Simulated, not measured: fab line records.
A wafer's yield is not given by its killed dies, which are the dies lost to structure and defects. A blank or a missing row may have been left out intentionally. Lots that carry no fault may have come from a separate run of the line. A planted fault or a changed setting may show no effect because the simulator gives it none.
Struck lot and sound lot, side by side -- flow nandHarc -- 44 steps out of a route of 1302
Sound: the wafers L346.3, L346.4, L346.5. Wafers L344.1, L344.4, L344.5 were the ones struck. The cause is given at the end.
Each step with rows lists, per side, the tool, then ch with its chambers, then its first start. Under that, the readings that differ: sound wafers -- struck wafers -- difference of the means -- sigmas: that difference in standard deviations of wafers without a fault.
alike: readings whose means differ by less than 2 such deviations, and words and numbers that are the same on both sides. not compared: withheld readings, readings that some wafer has no value for, bounds like >300 that may hide the same value, and numbers for which the record gives no deviation and whose values overlap.
The two part at a step that has a row with sigmas, a row that says differs or no value, or rows on one side only. Numbers that have no deviation but don't overlap get no sigmas and don't part them. Lack of a reading on every wafer of one side parts them only where that side has two or more wafers.

first, 2 steps without rows for these wafers: NHARC_P_STI_SRD_39; NHARC_P_STI_OXIDE_40 (material SiO2, target thk 10 nm, ox time 1362 s).
NHARC_P_STI_INSPECT_25:
  struck on defectInspect-01, day 8 11:30; sound on defectInspect-02, day 9 08:53
  alike: rawDefectCount
then, 9 steps without rows for these wafers: NHARC_P_GATE_ETCH_69 (etches SiO2 in dHF, target depth 14 nm); NHARC_P_GATE_PRECLEAN_70 (cleans in SC1); NHARC_P_GATE_SRD_01; NHARC_P_GATE_OXIDE_02 (material SiO2, target thk 37.5 nm, ox time 365 s); NHARC_P_GATE_DEHYDRATE_03 (time 120 s); NHARC_P_GATE_HMDS_04 (time 30 s); NHARC_P_GATE_COAT_05; NHARC_P_GATE_SOFTBAKE_06 (time 95 s); NHARC_P_GATE_EBR_07.
NHARC_P_GATE_EXPOSE_08: exposes mask P HV.
  struck on krfScanner-02, day 8 19:43; sound on krfScanner-01 ch 0, day 9 19:32
  no value came back on the struck wafers for exposureDoseMJCm2, focusOffsetNm (nm), reticleTempC (C); on the sound wafers exposureDoseMJCm2 reads 16.703 16.731 16.740
  alike: mask
then, 2 steps without rows for these wafers: NHARC_P_GATE_PEB_09 (peb time 85 s); NHARC_P_GATE_DEVELOP_10 (time 70 s).
NHARC_P_GATE_CD_MEAS_11: the cd target is 1640 nm.
  sound on cdSem-03 ch 0, day 9 19:41; struck on cdSem-02 ch 0, day 8 19:52
reading,sound,struck,difference,sigmas
cdNm (nm),1638.8 1641.9 1635.4,- - -,no value on the struck wafers,
then, 8 steps without rows for these wafers: NHARC_P_GATE_HARDBAKE_12 (time 80 s); NHARC_P_GATE_DESCUM_13 (chemistry O2, time 3 s); NHARC_P_GATE_ETCH_14 (etches SiO2 in dHF, target depth 48.8 nm); NHARC_P_GATE_STRIP_15 (strips in SPM, time 780 s); NHARC_P_GATE_PRECLEAN_71 (cleans in SC1); NHARC_P_GATE_SRD_72; NHARC_P_GATE_OXIDE_16 (material SiO2, target thk 3 nm, ox time 392 s); NHARC_P_GATE_CVD_17 (deposits poly-Si, target thk 150 nm, time 900 s).
NHARC_P_GATE_HM_DEP_102: deposits aC, target thk 120 nm.
  sound on aclDep-02 ch 0, day 10 09:40; struck on aclDep-01 ch 0, day 9 12:58
  alike: throttleValvePct
NHARC_P_GATE_DEP_103: deposits SiON, target thk 30 nm.
  sound on pecvd-02 ch 1,2, day 10 10:10; struck on pecvd-02 ch 0,2, day 9 13:40
  alike: heaterPowerW
then, 8 steps without rows for these wafers: NHARC_P_GATE_DEHYDRATE_18 (time 120 s); NHARC_P_GATE_HMDS_19 (time 30 s); NHARC_P_GATE_COAT_20 (resist thk 90 nm); NHARC_P_GATE_SOFTBAKE_21 (time 55 s); NHARC_P_GATE_EBR_22; NHARC_P_GATE_EXPOSE_23 (exposes mask P GATE, target cd 120 nm); NHARC_P_GATE_PEB_24 (peb time 65 s); NHARC_P_GATE_DEVELOP_25 (develop time 35 s).
NHARC_P_GATE_CD_MEAS_26: the cd target is 120 nm.
  sound on cdSem-01 ch 0, day 10 10:49; struck on cdSem-01 ch 0, day 9 14:22
  alike: cdNm
NHARC_P_GATE_OVL_MEAS_27:
  struck on overlay-02, day 9 14:27; sound on overlay-01, day 10 10:55
reading,sound,struck,difference,sigmas
overlayXNm (nm),-0.7 -0.7 -1.2,0.9 1.4 1.5,+2.1,+3
  alike: overlayYNm
NHARC_P_GATE_INSPECT_28:
  struck on defectInspect-02, day 9 14:29; sound on defectInspect-02, day 10 10:56
reading,sound,struck,difference,sigmas
rawDefectCount,9 11 7,1093 1085 1018,+1056,+99 or more
NHARC_P_GATE_DESCUM_31: chemistry O2, time 3 s.
  sound on rieDiel-04 ch 0,1, day 10 11:00; struck on rieDiel-03 ch 1,2,3, day 9 14:33
  alike: drypumpMotorCurrentA, oesProductAu, rfVppV, showerheadPlenumPTorr, throttleValvePct
  not compared: rfHoursCounterH
NHARC_P_GATE_ETCH_104: etches the open film in CF4/CHF3, target depth 60 nm.
  sound on rieDiel-04 ch 0,1,3, day 10 11:05; struck on rieDiel-03 ch 1,2,3, day 9 14:38
  alike: drypumpMotorCurrentA, oesProductAu, rfVppV, showerheadPlenumPTorr, throttleValvePct
NHARC_P_GATE_HM_OPEN_105: chemistry O2/COS, target depth 360 nm.
  sound: rieDiel-04 ch 0,1,2; struck: rieDiel-03 ch 0,2,3
  alike: drypumpMotorCurrentA, oesProductAu, rfVppV, showerheadPlenumPTorr, throttleValvePct
  not compared: rfHoursCounterH
then, 2 steps without rows for these wafers: NHARC_P_GATE_STRIP_106 (strips in O2/COS); NHARC_P_GATE_ETCH_114 (etches the open film in CF4/O2, target depth 30 nm, overetch 3 nm, time 16.5 s).
NHARC_P_GATE_INSPECT_68:
  struck on defectInspect-02, day 10 11:03; sound on defectInspect-01, day 11 05:27
reading,sound,struck,difference,sigmas
rawDefectCount,251 171 164,1314 1278 1224,+1077,+15
-- record jumps: 19 days between struck wafers' starts before vs after; left off in module P_GATE, resumes in module END, first step shown is number 1302 of the route --
NHARC_END_SORT_01:
  the record has rows for the struck wafers here (prober-01 ch 0, day 29 16:47) and none for the sound ones

WHERE THEY PART
Last at NHARC_END_SORT_01 as far as this record goes, first at NHARC_P_GATE_EXPOSE_08.

WHY: what had been put in by the simulator
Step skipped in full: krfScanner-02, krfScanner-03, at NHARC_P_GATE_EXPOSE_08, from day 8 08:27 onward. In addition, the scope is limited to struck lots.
